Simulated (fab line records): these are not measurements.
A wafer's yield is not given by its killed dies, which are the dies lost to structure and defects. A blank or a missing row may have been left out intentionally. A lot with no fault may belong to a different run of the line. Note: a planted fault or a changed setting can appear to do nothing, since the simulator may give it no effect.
Comparing a struck lot with a sound one ; flow nand harc ; 15 out of 1159 route steps
Sound: the wafers L396.1, L396.5, L396.6. Struck: wafer L402.1. (L402.3, L402.6 of the same lot were not struck and are left out.) The cause comes at the end.
Each step with rows lists, per side, the tool, then ch with its chambers, then its first start. Under that, the readings that differ: sound wafers ; struck wafers ; difference of the means ; sigmas: that difference in standard deviations of wafers without a fault.
alike: same words and numbers on both sides, and readings whose means sit less than 2 such deviations apart. not compared: any withheld reading, any reading some wafer has no value for, any bound like >300 that may hide the same value, and any number with overlapping values for which the record gives no deviation.
A row with sigmas, a row that says differs or no value, or rows on one side alone: a step with any of these is where the two part. Numbers that don't overlap but have no deviation are shown without sigmas and don't part them. A reading that every wafer of one side lacks parts them only if that side has two wafers or more.

first, 8 steps without rows for these wafers: NHARC_A_ZERO_WELL_HMDS_03 (time 30 s); NHARC_A_ZERO_WELL_COAT_18 (time 65 s); NHARC_A_ZERO_WELL_COAT_04 (resist thk 600 nm); NHARC_A_ZERO_WELL_SOFTBAKE_05 (time 70 s); NHARC_A_ZERO_WELL_EBR_06; NHARC_A_ZERO_WELL_EXPOSE_07 (exposes mask A ZERO); NHARC_A_ZERO_WELL_PEB_08 (peb time 80 s); NHARC_A_ZERO_WELL_DEVELOP_09 (time 50 s).
NHARC_A_ZERO_WELL_CD_MEAS_10 targets a cd of 2000 nm.
  sound on cd sem-03 ch 0, day 9 15:33; struck on cd sem-02 ch 0, day 10 22:23
  alike: cd nm
then, 1 step without rows for these wafers: NHARC_A_ZERO_WELL_HARDBAKE_11 (time 65 s).
NHARC_A_ZERO_WELL_DESCUM_12: chemistry O2, time 3 s.
  sound on rie diel-11 ch 0,2,3, day 9 15:45; struck on rie diel-12 ch 3, day 10 22:33
reading;sound;struck;difference;sigmas
showerhead plenum p Torr (Torr);1.83 1.82 1.86;2.05;+0.21;+2
  alike: drypump motor current A, oes product au, rf vpp V, throttle valve pct
  not compared: rf hours counter h
NHARC_A_ZERO_WELL_ETCH_19: etches the open film in N2/H2, target depth 80 nm, overetch 24 nm, time 87.88 s.
  sound on rie diel-11 ch 2,3, day 9 15:49; struck on rie diel-12 ch 1, day 10 22:38
  alike: drypump motor current A, n2 flow sccm, oes product au, rf fwd power W, rf vpp V, showerhead plenum p Torr, throttle valve pct
  not compared: rf hours counter h
NHARC_A_ZERO_WELL_ETCH_13: etches the open film in HBr/Cl2, target depth 120 nm, time 40.1 s.
  sound on rie si-03 ch 0,1,2, day 9 15:57; struck on rie si-03 ch 1, day 10 22:46
reading;sound;struck;difference;sigmas
oes product au (a.u.);0.998 1.004 1.014;0.721;-0.284;-29
  alike: drypump motor current A, he backside leak sccm, rf fwd power W, throttle valve pct
  not compared: rf hours counter h
then, 1 step without rows for these wafers: NHARC_A_ZERO_WELL_STRIP_14 (strips in SPM, time 900 s).
NHARC_END_SORT_01:
  the record has rows for the sound wafers here (prober-01 ch 0, day 22 02:30) and none for the struck ones

== WHERE THEY PART ==
At NHARC_A_ZERO_WELL_DESCUM_12 first; at NHARC_END_SORT_01 last (within this record only).

WHY: whatever the simulator had introduced
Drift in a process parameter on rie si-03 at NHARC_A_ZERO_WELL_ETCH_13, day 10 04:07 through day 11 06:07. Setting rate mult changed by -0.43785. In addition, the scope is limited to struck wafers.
